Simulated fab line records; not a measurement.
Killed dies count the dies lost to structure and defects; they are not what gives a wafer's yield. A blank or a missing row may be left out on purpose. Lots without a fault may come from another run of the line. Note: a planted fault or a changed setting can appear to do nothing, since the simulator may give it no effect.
Which of the tools did it? ; flow nand-harc ; 6 lots, 18 wafers sampled, at 4 steps of a route of 1302

== WHAT EACH GAUGE READ, for each wafer ==
NHARC_P_GATE_INSPECT_68.
lot;measured;on;raw-defect-count
L278;day 6 04:47;defect-inspect-01;178 179 202
L282;day 7 14:13;defect-inspect-01;217 221 267
L292;day 11 21:59;defect-inspect-02;189 231 967
L295;day 13 08:13;defect-inspect-01;195 217 139
L298;day 14 03:09;defect-inspect-02;283 132 305
L300;day 15 00:20;defect-inspect-01;219 269 165

== WHAT TOOL EACH LOT RAN ON (gives the tool, then ch and the chambers of the sampled wafers, and finally the start) ==
lot;NHARC_P_GATE_STRIP_111;NHARC_P_GATE_STRIP_76;NHARC_P_GATE_SPUTTER_79
L278;plasma-asher-01 ch 0,1, day 5 22:44;plasma-asher-01 ch 0,1, day 6 00:41;pvd-sputter-01, day 6 04:01
L282;plasma-asher-01 ch 0,1, day 7 08:16;plasma-asher-01 ch 0, day 7 10:10;pvd-sputter-03, day 7 13:28
L292;plasma-asher-01 ch 0,1, day 11 15:57;plasma-asher-01 ch 0,1, day 11 17:59;pvd-sputter-01, day 11 21:13
L295;plasma-asher-01 ch 0,1, day 13 02:30;plasma-asher-02 ch 0,1, day 13 04:20;pvd-sputter-02, day 13 07:26
L298;plasma-asher-02 ch 0,1, day 13 21:14;plasma-asher-02 ch 0,1, day 13 23:08;pvd-sputter-03, day 14 02:20
L300;plasma-asher-02 ch 0,1, day 14 18:20;plasma-asher-02 ch 0,1, day 14 20:20;pvd-sputter-03, day 14 23:32
- NHARC_P_GATE_STRIP_111: strips in N2/H2, time 250 s.
- NHARC_P_GATE_STRIP_76: strips in O2.
- NHARC_P_GATE_SPUTTER_79: material TiN, target thk 10 nm.

== THE ANSWER, worked out from the rows above alone ==
Rule: usual is defined by the lots themselves. The widest of any qualifying gaps counts: lots, ordered by their means at a reading, are off when they make up no more than a third of the lots, leave a main group of 4 or more, and stand apart from it by 3 or more times the standard deviation of that group's means. A main group whose means are all the same, to the digits that the tables above print for the reading, isn't used. Also off: a lot with no number at a reading for which 4 or more lots have one. Any other lot the step has rows for is counted as sound.
Off: L292, at NHARC_P_GATE_INSPECT_68 (raw-defect-count). Mean 213 and standard deviation 24 in the main group.
A tool fits if, at a process step before that reading, it ran every lot that is off, and no sound lot after the first of them. Gauges at NHARC_P_GATE_INSPECT_68: tried the same way as those tools. 2 tools fit, plasma-asher-01 at NHARC_P_GATE_STRIP_76 and pvd-sputter-01 at NHARC_P_GATE_SPUTTER_79, so this cannot tell which one it is.

== WHAT WAS PUT IN BY THE SIMULATOR ==
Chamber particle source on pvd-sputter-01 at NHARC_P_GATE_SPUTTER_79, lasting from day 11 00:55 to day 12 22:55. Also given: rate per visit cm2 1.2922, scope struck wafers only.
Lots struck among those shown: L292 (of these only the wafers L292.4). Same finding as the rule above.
